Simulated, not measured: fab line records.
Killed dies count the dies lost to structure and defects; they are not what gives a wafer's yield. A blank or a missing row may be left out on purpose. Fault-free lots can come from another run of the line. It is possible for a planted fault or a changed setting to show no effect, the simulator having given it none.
Comparing a struck lot with a sound one / flow nand_harc / 14 steps out of a route of 1159
Sound: these wafers, L267.3, L267.4, L267.6. Struck: wafers L271.4, L271.5, L271.6. At the end, the cause is stated.
For every step that has rows: the tool of each side, followed by ch and its chambers, followed by its first start. Under that, the readings that differ: sound wafers / struck wafers / difference of the means / sigmas: that difference in standard deviations of wafers without a fault.
alike: a reading whose means differ by less than 2 such deviations, as well as words and numbers matching on both sides. not compared: withheld readings; readings where some wafer has no value; bounds like >300 that might hide an equal value; numbers whose values overlap and for which the record gives no deviation.
Wherever a step has rows on one side only, a row that says differs or no value, or a row with sigmas, the two part there. Numbers that don't overlap but have no deviation are shown without sigmas and don't part them. A reading missing from all wafers of one side parts the sides only when that side holds two or more wafers.

NHARC_P_ZERO_WELL_DESCUM_13: chemistry O2, time 3 s.
  sound on rie_diel-01 ch 0,2,3, day 5 01:17; struck on rie_diel-05 ch 2,3, day 6 01:25
  alike: drypump_motor_current_A, oes_product_au, rf_vpp_V, showerhead_plenum_p_Torr, throttle_valve_pct
  not compared: rf_hours_counter_h
NHARC_P_ZERO_WELL_ETCH_65: etches the open film in N2/H2, target depth 80 nm, overetch 24 nm, time 87.88 s.
  sound on rie_diel-01 ch 0,3, day 5 01:22; struck on rie_diel-05 ch 0,2,3, day 6 01:31
reading=throttle_valve_pct (%); sound=14.147 14.158 14.176; struck=14.177 14.174 14.188; difference=+0.019; sigmas=+2
  alike: drypump_motor_current_A, oes_product_au, rf_vpp_V, showerhead_plenum_p_Torr
  not compared: rf_hours_counter_h
NHARC_P_ZERO_WELL_ETCH_62: etches the open film in CHF3/Ar, target depth 13 nm, time 6.5 s.
  sound on rie_diel-01 ch 1,2,3; struck on rie_diel-05 ch 1,2
  alike: drypump_motor_current_A, oes_product_au, rf_vpp_V, showerhead_plenum_p_Torr, throttle_valve_pct
  not compared: rf_hours_counter_h
NHARC_P_ZERO_WELL_ETCH_63: etches the open film in HBr/Cl2, target depth 120 nm, time 40.1 s.
  sound on rie_si-04 ch 0,1,2, day 5 01:34; struck on rie_si-04 ch 0,3, day 6 01:41
  alike: drypump_motor_current_A, oes_product_au, throttle_valve_pct
  not compared: rf_hours_counter_h
then, 8 steps without rows for these wafers: NHARC_P_ZERO_WELL_STRIP_15 (strips in SPM, time 900 s); NHARC_P_ZERO_WELL_DEHYDRATE_16 (time 120 s); NHARC_P_ZERO_WELL_HMDS_17 (time 30 s); NHARC_P_ZERO_WELL_COAT_18; NHARC_P_ZERO_WELL_SOFTBAKE_19 (time 95 s); NHARC_P_ZERO_WELL_EBR_20; NHARC_P_ZERO_WELL_EXPOSE_21 (exposes mask P NWELL, target cd 720 nm); NHARC_P_ZERO_WELL_PEB_22 (peb time 85 s).
NHARC_P_ZERO_WELL_DEVELOP_23: time 70 s.
  sound on litho_track-03 ch 0, day 5 02:00; struck on litho_track-02, day 6 02:00
  no value came back on the struck wafers for chill_plate_temp_C (C), exhaust_pa (Pa); on the sound wafers chill_plate_temp_C (C) reads 22.99 22.95 22.97
NHARC_P_ZERO_WELL_CD_MEAS_24: the cd target is 720 nm.
  sound on cd_sem-03 ch 0, day 5 02:20; struck on cd_sem-02 ch 0, day 6 02:36
  alike: cd_nm

== WHERE THEY PART ==
First at NHARC_P_ZERO_WELL_ETCH_65; last, within this record, at NHARC_P_ZERO_WELL_DEVELOP_23. Later steps at which nothing parts them and some readings are alike: NHARC_P_ZERO_WELL_CD_MEAS_24.

WHY: the cause the simulator had injected
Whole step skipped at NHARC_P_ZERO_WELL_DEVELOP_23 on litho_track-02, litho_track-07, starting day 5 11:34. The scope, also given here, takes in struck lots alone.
